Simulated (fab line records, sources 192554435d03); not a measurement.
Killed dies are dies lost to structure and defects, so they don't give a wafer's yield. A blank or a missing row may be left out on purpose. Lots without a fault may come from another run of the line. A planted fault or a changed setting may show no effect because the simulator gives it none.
Split-lot experiment | flow n5_finfet | 7 lots, 39 wafers read, on a route of 1938 steps

THE SPLIT
At N5_BEOL_M9_CVD_78 (deposits Co from CCTBA/H2, target thk 2 nm, time 138.9 s), the setting target_thk_a was moved away from the recipe's 20 angstrom on 9 of the 39 wafers read, by +20.4% to +53.9%. The other wafers ran this setting at the recipe's value.

The reading is taken at the split's own step.

THE READING
Co_of_BEOL_M9_CVD_78.thk_nm (the simulator's own value, which no gauge read), in nm, at N5_BEOL_M9_CVD_78 (deposits Co from CCTBA/H2, target thk 2 nm, time 138.9 s). The file gives no usual value for it. The 30 wafers here that ran the recipe average 2.0 nm, standard deviation 0.091 nm.

wafer  | tool, chamber at the split | target_thk_a as run, angstrom | against the recipe | Co_of_BEOL_M9_CVD_78.thk_nm, nm | against lot-mates on the recipe
L076.2 | cvd_co-02, 1,2,0           | 20                            | recipe             | 1.8                             | -
L076.3 | cvd_co-02, 1,2,0           | 20                            | recipe             | 1.8                             | -
L076.6 | cvd_co-02, 1,2,0           | 20                            | recipe             | 1.8                             | -
L078.1 | cvd_co-02, 1,2,0,2,1,0     | 20                            | recipe             | 2                               | -
L078.2 | cvd_co-02, 1,2,0,2,1,0     | 20                            | recipe             | 2                               | -
L078.3 | cvd_co-02, 1,2,0,2,1,0     | 20                            | recipe             | 2                               | -
L078.4 | cvd_co-02, 1,2,0,2,1,0     | 20                            | recipe             | 2                               | -
L078.5 | cvd_co-02, 1,2,0,2,1,0     | 20                            | recipe             | 2                               | -
L078.6 | cvd_co-02, 1,2,0,2,1,0     | 20                            | recipe             | 2                               | -
L084.1 | cvd_co-02, 1,2,0,0,1,2     | 20                            | recipe             | 2                               | -
L084.2 | cvd_co-02, 1,2,0,0,1,2     | 20                            | recipe             | 2                               | -
L084.3 | cvd_co-02, 1,2,0,0,1,2     | 20                            | recipe             | 2                               | -
L084.4 | cvd_co-02, 1,2,0,0,1,2     | 20                            | recipe             | 2                               | -
L084.5 | cvd_co-02, 1,2,0,0,1,2     | 20                            | recipe             | 2                               | -
L084.6 | cvd_co-02, 1,2,0,0,1,2     | 20                            | recipe             | 2                               | -
L090.1 | cvd_co-01, 2,1,2           | 29.44                         | +47.2%             | 2.8                             | +1.0
L090.3 | cvd_co-01, 2,1,2           | 29.44                         | +47.2%             | 2.8                             | +1.0
L090.4 | cvd_co-01, 2,1,2           | 29.44                         | +47.2%             | 2.8                             | +1.0
L090.2 | cvd_co-01, 0,1,0           | 20                            | recipe             | 1.8                             | -
L090.5 | cvd_co-01, 0,1,0           | 20                            | recipe             | 1.8                             | -
L090.6 | cvd_co-01, 0,1,0           | 20                            | recipe             | 1.8                             | -
L092.1 | cvd_co-02, 2,0             | 30.79                         | +53.9%             | 3.2                             | +1.2
L092.6 | cvd_co-02, 2,0             | 30.79                         | +53.9%             | 3.2                             | +1.2
L092.2 | cvd_co-02, 1,1,2           | 20                            | recipe             | 2                               | -
L092.4 | cvd_co-02, 1,1,2           | 20                            | recipe             | 2                               | -
L092.5 | cvd_co-02, 1,1,2           | 20                            | recipe             | 2                               | -
L092.3 | cvd_co-02, 0               | 30.79                         | +53.9%             | 3                               | +1.0
L094.1 | cvd_co-01, 2,0,2,0,2       | 20                            | recipe             | 2                               | -
L094.2 | cvd_co-01, 2,0,2,0,2       | 20                            | recipe             | 2                               | -
L094.3 | cvd_co-01, 2,0,2,0,2       | 20                            | recipe             | 2                               | -
L094.4 | cvd_co-01, 2,0,2,0,2       | 20                            | recipe             | 2                               | -
L094.6 | cvd_co-01, 2,0,2,0,2       | 20                            | recipe             | 2                               | -
L094.5 | cvd_co-01, 0               | 20                            | recipe             | 2.2                             | -
L095.1 | cvd_co-02, 2,0             | 24.09                         | +20.4%             | 2.4                             | +0.4
L095.2 | cvd_co-02, 2,0             | 24.09                         | +20.4%             | 2.4                             | +0.4
L095.3 | cvd_co-02, 1,0,2           | 20                            | recipe             | 2                               | -
L095.4 | cvd_co-02, 1,0,2           | 20                            | recipe             | 2                               | -
L095.6 | cvd_co-02, 1,0,2           | 20                            | recipe             | 2                               | -
L095.5 | cvd_co-02, 1               | 24.09                         | +20.4%             | 2.6                             | +0.6
Where a row lists several chambers, the file gives one row for several wafers and doesn't say which wafer went through which chamber.

THE FIT
A straight line over all 39 wafers: Co_of_BEOL_M9_CVD_78.thk_nm changes by +0.0202 nm for each +1% of target_thk_a; r = +0.97; the points scatter about the line by 0.1 nm.
The same after taking each lot's own level away (the mean of its wafers on the recipe; 39 wafers): +0.0212 nm for each +1%; r = +0.99; scatter 0.049 nm.
On that fit, the largest move of target_thk_a shifts the reading by 1.1 nm.
The lots' own levels span 1.80 to 2.03 nm, that is 2.6 times the standard deviation above.
So the lot-to-lot level changes the slope little: the two slopes agree.
Check: with one of the wafers moved furthest among these (+53.9%) left out of the fit, the line predicts +1.13 nm for it against its lot-mates. It came out at +1.2 nm against them.

OTHER SPLITS ON THESE WAFERS
These wafers also went through other splits before the reading. Each is held against what the fit with the lots' levels taken away leaves over:
other split on the same wafers   | wafers away from the commonest value | r with Co_of_BEOL_M9_CVD_78.thk_nm (lot level and that fit taken away)
N5_BEOL_M7_TRENCH_ETCH_37 time_s | 15                                   | -0.15

THE FILE'S OWN FIT
Co_of_BEOL_M9_CVD_78.thk_nm changes by +0.0212 nm for each +1% of target_thk_a, r = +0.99.
